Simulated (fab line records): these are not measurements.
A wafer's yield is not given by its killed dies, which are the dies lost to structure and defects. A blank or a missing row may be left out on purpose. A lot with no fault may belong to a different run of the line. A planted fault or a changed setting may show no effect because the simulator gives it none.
One fault through the eyes of 3 desks | flow n5_finfet | each desk has only its own numbers; what lay behind them comes last

THE DEFECT DESK
Inspection counts along the route, by lot: the mean over sampled wafers that carry a number. Marked OUT: a lot whose mean sits more than 4 standard deviations from the usual mean, which makes it out of limits; the brackets give that distance.
Columns: A = raw_defect_count at N5_BEOL_M0_SAQP_INSPECT_16, usual 558
lot  | first seen here | A
L946 | day 6 09:11     | 620
L949 | day 6 19:31     | 513
L955 | day 8 09:38     | 649
L963 | day 10 11:03    | 368
L966 | day 11 05:29    | 458
Result from this desk: across the 5 lots, nothing is out of limits.

METROLOGY DESK
Lot by lot, what the gauges showed, no matter which tool ran the lot: averages of those sampled wafers that carry a number. Marked OUT: a lot whose mean sits more than 4 standard deviations from the usual mean, which makes it out of limits; the brackets give that distance. Readings shown: 7 of its 13, picked as those furthest out on some lot.
Columns: A = cd_nm at N5_BEOL_M0_SAQP_CD_MEAS_14, usual 42.5 nm; B = M0_CORE_OVL at N5_BEOL_M0_SAQP_OVL_MEAS_15, usual 0.2 nm; C = DIBL_N at N5_BEOL_M4_RC_MEAS_101, usual 35.9 mV/V; D = IOFF_N at N5_BEOL_M4_RC_MEAS_101, usual 0.156 nA/um; E = ION_P at N5_BEOL_M4_RC_MEAS_101, usual 463 uA/um; F = VT_N at N5_BEOL_M4_RC_MEAS_101, usual 249.7 mV; G = VT_P at N5_BEOL_M4_RC_MEAS_101, usual -250.2 mV
lot  | first seen here | A    | B    | C    | D     | E   | F     | G
L946 | day 6 09:07     | 42.7 | 2.1  | 35.3 | 0.155 | 454 | 250.4 | -253.6
L949 | day 6 19:27     | 42.7 | 0.8  | 34.2 | 0.128 | 463 | 255.0 | -250.1
L955 | day 8 09:35     | 42.3 | -0.6 | 35.5 | 0.145 | 464 | 250.0 | -249.7
L963 | day 10 11:00    | 41.9 | 0.5  | 33.8 | 0.134 | 455 | 251.7 | -251.8
L966 | day 11 05:26    | 42.5 | 0.4  | 38.3 | 0.183 | 461 | 249.2 | -253.0
Result from this desk: across the 5 lots, nothing is out of limits.

FOR THE TOOL OWNER'S DESK: rie_si-05
The tool's own readings at N5_BEOL_M0_SAQP_MANDREL_ETCH_20 (etches a-Si in HBr/Cl2, stops on SiNx, target depth 60 nm, bt time 10 s, time 30 s): means of the sampled wafers that have a number, for each lot that ran on this tool. Marked OUT: a lot whose mean sits more than 4 standard deviations from the usual mean, which makes it out of limits; the brackets give that distance.
Columns: A = drypump_motor_current_A at N5_BEOL_M0_SAQP_MANDREL_ETCH_20, usual 5.8 A; B = oes_product_au at N5_BEOL_M0_SAQP_MANDREL_ETCH_20, usual 0.771 a.u.; C = rf_fwd_power_W at N5_BEOL_M0_SAQP_MANDREL_ETCH_20, usual 795.3 W; D = throttle_valve_pct at N5_BEOL_M0_SAQP_MANDREL_ETCH_20, usual 35.55 %
lot  | first seen here | A   | B     | C     | D
L949 | day 6 19:50     | 6.1 | 0.774 | 796.1 | 35.69
L955 | day 8 10:07     | 6.3 | 0.764 | 798.9 | 35.68
Result from this desk: across the 2 lots, nothing is out of limits.

ALL TOGETHER
No out-of-limits result turned up at the defect desk.
Metrology desk: nothing out of limits seen.
The tool owner's desk saw nothing out of limits.

WHAT THE SIMULATOR PUT IN
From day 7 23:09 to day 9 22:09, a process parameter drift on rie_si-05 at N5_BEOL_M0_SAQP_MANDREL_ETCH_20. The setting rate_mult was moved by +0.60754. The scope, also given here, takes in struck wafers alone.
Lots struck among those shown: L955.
